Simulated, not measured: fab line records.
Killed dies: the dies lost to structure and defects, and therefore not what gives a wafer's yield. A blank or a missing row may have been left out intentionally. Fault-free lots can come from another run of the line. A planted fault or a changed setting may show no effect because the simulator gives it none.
fab line records | flow n5-finfet | part 2 of 2: steps 24 to 28 of 28
record: lots: 5 | wafers: 15 | last-day: 18
route steps=1938 shown BEOL_M15@1784
lots with no fault: from the same line, run without faults
start-h: hours from the record's opening day to when the first of the lot's shown wafers began | wait-h: hours from the lot's prior step to this one | " repeats the value in the row above | L1.1+2: several wafers, shown together as one row | - no value present, or no start provided | * or withheld: withheld | < > ~ a bound
route shown NAME@n: NAME is a module with steps in the file, n the number in the route of the first one | usual: the fault-free wafers' mean and standard deviation | same: alike in all rows | chamber/n: place in a boat | sites: readings site by site | _std_site: how widely they spread, as a standard deviation | _edge_site: mean of outer sites minus mean of inner sites | radius-mm: for every site, how far away it sits from the centre of the wafer | mask NAME#n: copy n | behind: the tool/chamber that last shaped the wafer | hold: cause of the lot's hold/its duration in hours/its outcome | device: names the non-switching transistor (n, p or np) | end of line: tests run on the same wafers once the route is complete | where a step has no rows: the recipe by itself | killed: dies lost to structure and defects at the first sort, not the wafer's yield | map: the dies of a wafer, with x for killed, . for not killed, _ for no die there
set.NAME: the setting the step ran with; set.NAME@STEP: the setting that earlier step ran with | model.NAME: the simulator's own value behind a step, which no gauge read
lots at selected steps of the route; one table per step, one row per wafer
services: a tool's chamber out of use, with start hour (start-h, from the record's first day; less than 0 if before it), hours out, and reason
== steps ==
step: N5_BEOL_M15_DESCUM_33
recipe: chemistry: O2 | time-s: 7.9 | source-power-w: 50 | bias-power-w: 20 | pressure-mtorr: 20 | rf-frequency-hz: 2.712e+07 | temp-c: 40 | o2-flow-sccm: 225
usual: drypump-motor-current-A: 5.6/0.32 | oes-product-au: 0.79/0.088 | rf-vpp-V: 243.3/1.4 | showerhead-plenum-p-Torr: 2.09/0.069 | throttle-valve-pct: 20.35/0.23
lot.wafer | tool        | chamber | start-h | wait-h | drypump-motor-current-A | oes-product-au | rf-hours-counter-h | rf-vpp-V | showerhead-plenum-p-Torr | throttle-valve-pct
L075.1    | rie-diel-02 | 2       | 297.22  | 0.0    | 5.7                     | 0.91           | 21                 | 245.2    | 2.13                     | 20.03
L075.2    | "           | 0       | "       | "      | 5.3                     | 0.70           | 216                | 240.9    | 1.99                     | 20.54
L075.5    | "           | 2       | "       | "      | 5.7                     | 0.91           | -                  | 244.1    | 2.13                     | 20.04
L082.2    | rie-diel-02 | 3       | 312.02  | 0.4    | 5.5                     | 0.87           | 28                 | 242.4    | 2.03                     | 20.45
L082.3    | "           | 2       | "       | "      | 5.7                     | 0.89           | 28                 | 244.7    | 2.12                     | 20.03
L082.6    | "           | 3       | "       | "      | 5.5                     | 0.88           | -                  | 242.4    | 2.03                     | 20.44
L080.2    | rie-diel-05 | 0       | 326.85  | 0.2    | 5.3                     | 0.71           | 210                | 243.1    | 2.05                     | 20.26
L080.3    | "           | 1       | "       | "      | 5.1                     | 0.80           | 77                 | 243.0    | 2.12                     | 20.30
L080.6    | "           | 1       | "       | "      | 5.1                     | 0.81           | -                  | 242.8    | 2.12                     | 20.29
L083.1    | rie-diel-04 | 2       | 344.95  | 0.7    | 5.8                     | 0.87           | 39                 | 242.5    | 2.03                     | 20.03
L083.2    | "           | 1       | "       | "      | 5.9                     | 0.70           | 221                | 243.4    | 2.13                     | 20.29
L083.4    | "           | 0       | "       | "      | 5.7                     | 0.67           | 234                | 242.2    | 2.06                     | 20.91
L095.1    | rie-diel-04 | 3       | 403.57  | 0.4    | 5.5                     | 0.90           | 28                 | 244.9    | 2.23                     | 20.59
L095.2    | "           | 1       | "       | "      | 5.9                     | 0.68           | 241                | 243.3    | 2.13                     | 20.31
L095.3    | "           | 2       | "       | "      | 5.8                     | 0.85           | 58                 | 241.8    | 2.03                     | 20.07
step: N5_BEOL_M15_ETCH_61
recipe: chemistry: N2/H2 | target: BARC | target-depth-a: 890 | overetch-a: 267 | time-s: 67.9 | ion-energy-ev: 200 | pressure-mtorr: 30 | source-w: 840 | bias-w: 150 | n2-flow-sccm: 200 | h2-flow-sccm: 200
usual: bias-w: 150.0/0.47 | drypump-motor-current-A: 5.6/0.32 | oes-product-au: 0.68/0.073 | rf-vpp-V: 524.2/2.4 | showerhead-plenum-p-Torr: 2.55/0.087 | throttle-valve-pct: 17.86/0.19
lot.wafer | tool        | chamber | start-h | wait-h | bias-w | drypump-motor-current-A | oes-product-au | rf-hours-counter-h | rf-vpp-V | showerhead-plenum-p-Torr | throttle-valve-pct
L075.1    | rie-diel-02 | 2       | 297.25  | 0.0    | 150.1  | 5.7                     | 0.78           | 21                 | 524.9    | 2.61                     | 17.70
L075.2    | "           | 0       | "       | "      | 149.6  | 5.3                     | 0.60           | 216                | 519.9    | 2.42                     | 18.02
L075.5    | "           | 2       | "       | "      | 150.3  | 5.7                     | 0.77           | -                  | 524.4    | 2.61                     | 17.68
L082.2    | rie-diel-02 | 3       | 312.05  | 0.0    | 149.3  | 5.5                     | 0.75           | 28                 | 521.6    | 2.48                     | 17.90
L082.3    | "           | 2       | "       | "      | 151.1  | 5.7                     | 0.77           | 28                 | 523.7    | 2.61                     | 17.71
L082.6    | "           | 3       | "       | "      | 150.0  | 5.5                     | 0.73           | -                  | 522.6    | 2.48                     | 17.90
L080.2    | rie-diel-05 | 0       | 326.89  | 0.0    | 149.4  | 5.3                     | 0.61           | 210                | 524.5    | 2.50                     | 17.77
L080.3    | "           | 1       | "       | "      | 150.2  | 5.1                     | 0.69           | 77                 | 525.0    | 2.57                     | 17.69
L080.6    | "           | 1       | "       | "      | 149.3  | 5.1                     | 0.69           | -                  | 526.1    | 2.57                     | 17.69
L083.1    | rie-diel-04 | 2       | 344.98  | 0.0    | 151.0  | 5.8                     | 0.73           | 39                 | 524.0    | 2.50                     | 17.68
L083.2    | "           | 1       | "       | "      | 149.9  | 5.9                     | 0.60           | 221                | 526.2    | 2.64                     | 18.02
L083.4    | "           | 0       | "       | "      | 150.5  | 5.7                     | 0.60           | 234                | 520.9    | 2.49                     | 18.19
L095.1    | rie-diel-04 | 3       | 403.61  | 0.0    | 150.5  | 5.5                     | 0.77           | 28                 | 527.6    | 2.71                     | 17.96
L095.2    | "           | 1       | "       | "      | 150.2  | 5.9                     | 0.58           | 241                | 526.0    | 2.63                     | 18.06
L095.3    | "           | 2       | "       | "      | 150.1  | 5.7                     | 0.72           | 58                 | 522.4    | 2.49                     | 17.71
step: N5_BEOL_M15_TRENCH_ETCH_34
recipe: chemistry: C4F8/O2/Ar | target: SiO2 | target-depth-a: 8729.3 | he-inner-torr: 15 | he-outer-torr: 30 | time-s: 199 | ion-energy-ev: 800 | pressure-mtorr: 20 | source-w: 1905 | bias-w: 2040 | Ar_flow_sccm: 400 | C4F8_flow_sccm: 16 | O2_flow_sccm: 12
usual: bias-w: 2039/6.5 | drypump-motor-current-A: 5.6/0.32 | he-outer-torr: 29.99/0.058 | oes-product-au: 0.79/0.092 | rf-vpp-V: 2236/22 | showerhead-plenum-p-Torr: 3.45/0.11 | throttle-valve-pct: 30.85/0.21
lot.wafer | tool        | chamber | start-h | wait-h | bias-w | drypump-motor-current-A | he-outer-torr | oes-product-au | rf-hours-counter-h | rf-vpp-V | showerhead-plenum-p-Torr | throttle-valve-pct
L075.1    | rie-diel-02 | 2       | 297.30  | 0.0    | 2032   | 5.7                     | 29.97         | 0.91           | 21                 | 2242     | 3.52                     | 30.70
L075.2    | "           | 0       | "       | "      | 2046   | 5.3                     | 29.96         | 0.70           | 217                | 2236     | 3.25                     | 30.64
L075.5    | "           | 2       | "       | "      | 2033   | 5.7                     | 30.01         | 0.91           | -                  | 2243     | 3.52                     | 30.72
L082.2    | rie-diel-02 | 3       | 312.10  | 0.0    | 2038   | 5.5                     | 30.06         | 0.89           | 28                 | 2228     | 3.36                     | 31.08
L082.3    | "           | 2       | "       | "      | 2042   | 5.7                     | 29.95         | 0.88           | 28                 | 2242     | 3.51                     | 30.71
L082.6    | "           | 3       | "       | "      | 2042   | 5.5                     | 30.11         | 0.88           | -                  | 2229     | 3.36                     | 31.07
L080.2    | rie-diel-05 | 0       | 326.94  | 0.0    | 2036   | 5.3                     | 29.96         | 0.71           | 210                | 2249     | 3.41                     | 30.77
L080.3    | "           | 1       | "       | "      | 2035   | 5.1                     | 30.05         | 0.81           | 77                 | 2220     | 3.47                     | 30.70
L080.6    | "           | 1       | "       | "      | 2036   | 5.1                     | 29.99         | 0.81           | -                  | 2220     | 3.47                     | 30.72
L083.1    | rie-diel-04 | 2       | 345.04  | 0.0    | 2029   | 5.8                     | 30.09         | 0.87           | 39                 | 2208     | 3.39                     | 30.74
L083.2    | "           | 1       | "       | "      | 2039   | 5.9                     | 30.04         | 0.68           | 221                | 2245     | 3.54                     | 30.86
L083.4    | "           | 0       | "       | "      | 2036   | 5.7                     | 30.06         | 0.67           | 234                | 2249     | 3.40                     | 31.38
L095.1    | rie-diel-04 | 3       | 403.66  | 0.0    | 2033   | 5.5                     | 30.02         | 0.91           | 29                 | 2279     | 3.62                     | 30.97
L095.2    | "           | 1       | "       | "      | 2038   | 5.9                     | 30.06         | 0.67           | 241                | 2243     | 3.53                     | 30.89
L095.3    | "           | 2       | "       | "      | 2036   | 5.8                     | 30.06         | 0.84           | 58                 | 2209     | 3.37                     | 30.74
step: N5_BEOL_M15_STRIP_36
recipe: chemistry: O2 | power-w: 600 | temp-c: 60 | pressure-mtorr: 30 | rf-frequency-hz: 6e+07 | bias-power-w: 0 | overash-fraction: 0.3 | o2-flow-sccm: 225
usual: drypump-motor-current-A: 5.7/0.3 | oes-product-au: 0.80/0.089 | rf-vpp-V: 3.6/0.91 | showerhead-plenum-p-Torr: 2.10/0.071 | throttle-valve-pct: 16.58/0.22
lot.wafer | tool        | chamber | start-h | wait-h | drypump-motor-current-A | oes-product-au | rf-hours-counter-h | rf-vpp-V | showerhead-plenum-p-Torr | throttle-valve-pct
L075.1    | rie-diel-05 | 3       | 300.95  | 3.5    | 6.3                     | 0.89           | 32                 | 4.1      | 2.22                     | 16.65
L075.2    | "           | 2       | "       | "      | 5.9                     | 0.70           | 186                | 2.4      | 2.07                     | 16.51
L075.5    | "           | 2       | "       | "      | 5.9                     | 0.71           | -                  | 2.8      | 2.07                     | 16.53
L082.2    | rie-diel-02 | 3       | 315.58  | 3.3    | 5.5                     | 0.88           | 30                 | 3.7      | 2.03                     | 16.65
L082.3    | "           | 2       | "       | "      | 5.7                     | 0.88           | 30                 | 3.8      | 2.13                     | 16.28
L082.6    | "           | 3       | "       | "      | 5.5                     | 0.88           | -                  | 4.0      | 2.04                     | 16.65
L080.2    | rie-diel-02 | 3       | 327.73  | 0.6    | 5.5                     | 0.87           | 35                 | 2.7      | 2.03                     | 16.64
L080.3    | "           | 2       | "       | "      | 5.7                     | 0.89           | 34                 | 3.6      | 2.13                     | 16.31
L080.6    | "           | 1       | "       | "      | 5.9                     | 0.90           | -                  | 4.0      | 2.16                     | 16.34
L083.1    | rie-diel-04 | 1       | 347.30  | 2.1    | 6.0                     | 0.71           | 221                | 3.7      | 2.14                     | 16.57
L083.2    | "           | 2       | "       | "      | 5.7                     | 0.87           | 40                 | 3.4      | 2.04                     | 16.29
L083.4    | "           | 0       | "       | "      | 5.7                     | 0.69           | 235                | 3.8      | 2.07                     | 17.13
L095.1    | rie-diel-05 | 3       | 404.90  | 1.1    | 6.3                     | 0.85           | 61                 | 2.5      | 2.21                     | 16.71
L095.2    | "           | 1       | "       | "      | 5.1                     | 0.79           | 99                 | 3.9      | 2.12                     | 16.57
L095.3    | "           | 2       | "       | "      | 5.8                     | 0.68           | 212                | 5.4      | 2.06                     | 16.58
step: N5_BEOL_M15_STRIP_62
recipe: chemistry: O2 | power-w: 600 | temp-c: 60 | pressure-mtorr: 30 | rf-frequency-hz: 6e+07 | bias-power-w: 0 | overash-fraction: 0.3 | o2-flow-sccm: 225
usual: drypump-motor-current-A: 5.6/0.31 | oes-product-au: 0.80/0.088 | rf-vpp-V: 3.6/0.49 | showerhead-plenum-p-Torr: 2.10/0.071 | throttle-valve-pct: 16.58/0.22
lot.wafer | tool        | chamber | start-h | wait-h | drypump-motor-current-A | oes-product-au | rf-hours-counter-h | rf-vpp-V | showerhead-plenum-p-Torr | throttle-valve-pct
L075.1    | rie-diel-05 | 3       | -       | -      | 6.3                     | 0.90           | 32                 | 3.6      | 2.22                     | 16.64
L075.2    | "           | 2       | "       | "      | 5.9                     | 0.71           | 186                | 2.9      | 2.07                     | 16.51
L075.5    | "           | 2       | "       | "      | 5.8                     | 0.71           | -                  | 3.5      | 2.07                     | 16.53
L082.2    | rie-diel-02 | 3       | -       | -      | 5.5                     | 0.87           | 30                 | 3.1      | 2.04                     | 16.65
L082.3    | "           | 2       | "       | "      | 5.7                     | 0.87           | 30                 | 4.1      | 2.13                     | 16.28
L082.6    | "           | 3       | "       | "      | 5.4                     | 0.88           | -                  | 3.1      | 2.03                     | 16.65
L080.2    | rie-diel-02 | 3       | -       | -      | 5.4                     | 0.85           | 35                 | 3.5      | 2.03                     | 16.65
L080.3    | "           | 2       | "       | "      | 5.7                     | 0.87           | 34                 | 3.4      | 2.13                     | 16.28
L080.6    | "           | 1       | "       | "      | 5.8                     | 0.90           | -                  | 3.5      | 2.16                     | 16.32
L083.1    | rie-diel-04 | 1       | -       | -      | 5.9                     | 0.70           | 221                | 4.3      | 2.14                     | 16.61
L083.2    | "           | 2       | "       | "      | 5.8                     | 0.87           | 40                 | 3.6      | 2.04                     | 16.27
L083.4    | "           | 0       | "       | "      | 5.7                     | 0.68           | 235                | 3.8      | 2.07                     | 17.13
L095.1    | rie-diel-05 | 3       | -       | -      | 6.3                     | 0.85           | 61                 | 3.0      | 2.21                     | 16.69
L095.2    | "           | 1       | "       | "      | 5.1                     | 0.79           | 100                | 3.5      | 2.12                     | 16.57
L095.3    | "           | 2       | "       | "      | 5.9                     | 0.69           | 212                | 3.5      | 2.06                     | 16.57
== services ==
tool           | chamber | start-h | hours | kind
krf-scanner-02 | -       | 292.30  | 4.4   | pm
krf-scanner-02 | -       | 298.53  | 0.8   | pm
rie-diel-04    | 3       | 301.26  | -     | clean
rie-diel-04    | 3       | 301.26  | -     | consumable-replace:focus-ring
rie-diel-04    | 3       | 301.26  | -     | consumable-replace:showerhead
rie-diel-02    | 1       | 307.24  | 11.4  | repair
krf-scanner-01 | -       | 313.61  | 0.8   | pm
litho-track-03 | -       | 319.98  | -     | consumable-replace:filter
rie-diel-05    | -       | 330.98  | 14.6  | pm
krf-scanner-02 | -       | 363.18  | 1.0   | pm
krf-scanner-01 | -       | 366.50  | 1.3   | pm
rie-diel-02    | 0       | 377.97  | -     | clean
rie-diel-02    | 0       | 377.97  | -     | consumable-replace:focus-ring
rie-diel-02    | 0       | 377.97  | -     | consumable-replace:showerhead
rie-diel-02    | 0       | 377.97  | 28.3  | scheduled-down
rie-diel-02    | 0       | 377.97  | 28.3  | vent-cycle
rie-diel-05    | -       | 379.52  | 0.5   | repair
rie-diel-02    | 3       | 381.15  | 5.7   | repair
krf-scanner-02 | -       | 382.70  | 1.2   | repair
krf-scanner-02 | -       | 383.93  | 1.3   | pm
rie-diel-04    | 0       | 389.62  | -     | clean
rie-diel-04    | 0       | 389.62  | -     | consumable-replace:focus-ring
rie-diel-02    | 2       | 400.52  | 7.9   | repair
krf-scanner-01 | -       | 403.61  | 1.0   | pm
